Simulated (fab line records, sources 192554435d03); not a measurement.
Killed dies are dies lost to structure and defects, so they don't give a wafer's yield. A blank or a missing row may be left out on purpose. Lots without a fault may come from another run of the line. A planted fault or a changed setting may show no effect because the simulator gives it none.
A struck lot beside a sound one | flow n5_finfet | 16 steps out of a route of 1938
Sound: wafers L207.1, L207.5, L207.6. Struck: wafers L202.3, L202.5. The cause comes at the end.
At each step with rows: each side's tool, then ch and its chambers, then its first start. Under that, the readings that differ: sound wafers | struck wafers | difference of the means | sigmas: that difference in standard deviations of wafers without a fault.
alike: readings whose means differ by less than 2 such deviations, and words and numbers that are the same on both sides. not compared: withheld readings, readings that some wafer has no value for, bounds like >300 that may hide the same value, and numbers for which the record gives no deviation and whose values overlap.
The two part at a step that has a row with sigmas, a row that says differs or no value, or rows on one side only. Numbers that don't overlap but have no deviation are shown without sigmas and don't part them. A reading that every wafer of one side lacks parts them only if that side has two wafers or more.

N5_WELL_APT_OVL_MEAS_09:
  sound on overlay-01 ch 0, day 6 13:50; struck on overlay-01 ch 0, day 5 07:53
  alike: NWELL_OVL
N5_WELL_APT_INSPECT_10: inspects for defects (macro).
  sound on defect_inspect-02, day 6 13:52; struck on defect_inspect-02, day 5 07:55
  alike: raw_defect_count
N5_WELL_APT_DESCUM_13: chemistry O2, time 7.9 s.
  sound on rie_diel-04 ch 1,2,3, day 6 14:02; struck on rie_diel-04 ch 1, day 5 08:01
  alike: drypump_motor_current_A, oes_product_au, rf_vpp_V, showerhead_plenum_p_Torr, throttle_valve_pct
  not compared: rf_hours_counter_h
then, 9 steps without rows for these wafers: N5_WELL_APT_IMPLANT_14; N5_WELL_APT_IMPLANT_15; N5_WELL_APT_STRIP_16 (strips in SPM, time 900 s); N5_WELL_APT_HMDS_18 (time 60 s); N5_WELL_APT_COAT_19 (resist thk 950 nm); N5_WELL_APT_EBR_21; N5_WELL_APT_SOFTBAKE_20 (time 60 s); N5_WELL_APT_EXPOSE_22 (exposes mask PWELL, defocus 0 nm, target cd 200 nm); N5_WELL_APT_PEB_23 (peb time 90 s).
N5_WELL_APT_DEVELOP_24: develop time 45 s.
  sound on litho_track-04 ch 0, day 6 15:05; struck on litho_track-01 ch 0, day 5 09:04
  not compared: model.WELL_APT.cd_nm
then, 1 step without rows for these wafers: N5_WELL_APT_HARDBAKE_29 (time 120 s).
-- the record jumps here: 10 days lie between the struck wafers' starts before and after (it left off in module WELL_APT and takes up again in module BEOL_M4, whose first step shown is number 1111 of the route) --
N5_BEOL_M4_RC_MEAS_101:
  sound on prober-02 ch 0, day 15 22:40; struck on prober-01 ch 0, day 15 09:01
  alike: DIBL_N, DIBL_P, IOFF_N, IOFF_P, ION_N, ION_P, SS_N, SS_P, VT_N, VT_P
-- the record jumps here: 5 days lie between the struck wafers' starts before and after (it left off in module BEOL_M4 and takes up again in module PASSIVATION, whose first step shown is number 1936 of the route) --
N5_PASSIVATION_PROBE_49:
  sound on prober-01, day 21 16:10; struck on prober-02, day 20 11:42
  alike: defect_limited_yield, killed_at_M0_to_M3, killed_at_M4_up, killed_at_contacts, killed_at_front_end, killed_at_other, killed_dies, killed_on_rim, killed_open, killed_short, sort_bin_5_function, sort_bin_6_memory, sort_bin_8_speed, sort_n_pass, sort_yield_pct

WHERE THEY PART
Nowhere in this record.

WHY: what the simulator had put in
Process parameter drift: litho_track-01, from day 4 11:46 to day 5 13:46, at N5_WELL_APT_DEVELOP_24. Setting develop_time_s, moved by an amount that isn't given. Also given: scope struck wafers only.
